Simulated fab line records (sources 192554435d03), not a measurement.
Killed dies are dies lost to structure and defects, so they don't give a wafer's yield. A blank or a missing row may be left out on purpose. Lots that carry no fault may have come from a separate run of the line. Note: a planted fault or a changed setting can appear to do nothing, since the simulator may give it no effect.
Matching of chambers	flow n5Finfet	rieDiel-01 running N5_BEOL_M6_ETCH_61: 4 sister chambers
The step etches SiARC in CF4, target depth 45.5 nm, time 75.8 s. 16 wafers are shown with their chamber, then 8 later ones without.

## WAFERS PAIRED WITH THEIR CHAMBERS
wafer	chamber	drypumpMotorCurrentA (A)	showerheadPlenumPTorr (Torr)	throttleValvePct (%)
L077.4	1	6.4	2.09	15.31
L077.5	2	5.4	2.19	15.80
L077.6	1	6.5	2.09	15.30
L081.1	1	6.4	2.09	15.31
L081.2	3	5.1	1.95	15.52
L081.6	0	6.2	2.05	15.78
L084.1	1	6.5	2.08	15.34
L084.3	0	6.2	2.05	15.81
L084.4	2	5.4	2.19	15.84
L085.1	1	6.4	2.08	15.34
L085.4	2	5.4	2.19	15.82
L085.6	0	6.2	2.05	15.81
L091.2	3	5.1	1.94	15.56
L091.5	3	5.1	1.94	15.57
L091.6	0	6.2	2.04	15.85
L092.1	2	5.4	2.18	15.39

SIGNATURES, as means of the wafers listed above
reading	chamber 0	chamber 1	chamber 2	chamber 3	scatter within a chamber
drypumpMotorCurrentA	6.200	6.440	5.400	5.100	0.0316
showerheadPlenumPTorr	2.0475	2.0860	2.1875	1.9433	0.0053
throttleValvePct	15.8125	15.3200	15.7125	15.5500	0.11
Rule: for a wafer and a chamber, the distance is found by dividing, reading by reading, the gap between the wafer's reading and the chamber's mean by the reading's scatter, squaring, summing and taking the root. The wafer belongs to the nearest chamber; if the next one is less than 2 further off, it can't be placed. How the scatter is found: for the shown wafers, subtract from each reading the mean of its chamber, square and add these, divide the total by (wafers less chambers), then take the root.

## WAFERS WITH NO CHAMBER GIVEN
wafer	drypumpMotorCurrentA (A)	showerheadPlenumPTorr (Torr)	throttleValvePct (%)
L092.2	5.1	1.94	15.57
L092.4	6.3	2.04	15.84
L094.1	6.2	2.04	15.84
L094.3	5.5	2.19	15.40
L094.4	5.4	2.19	15.39
L097.1	5.4	2.18	15.39
L097.5	5.4	2.18	15.40
L097.6	5.1	1.94	15.56

## CHAMBER TAKEN BY EACH
wafer	from the rows above	in truth
L092.2	3	3
L092.4	0	0
L094.1	0	0
L094.3	2	2
L094.4	2	2
L097.1	2	2
L097.5	2	2
L097.6	3	3
Correct placement for 8 of the 8. Left unplaced by these rows: 0. Number placed wrongly: 0.
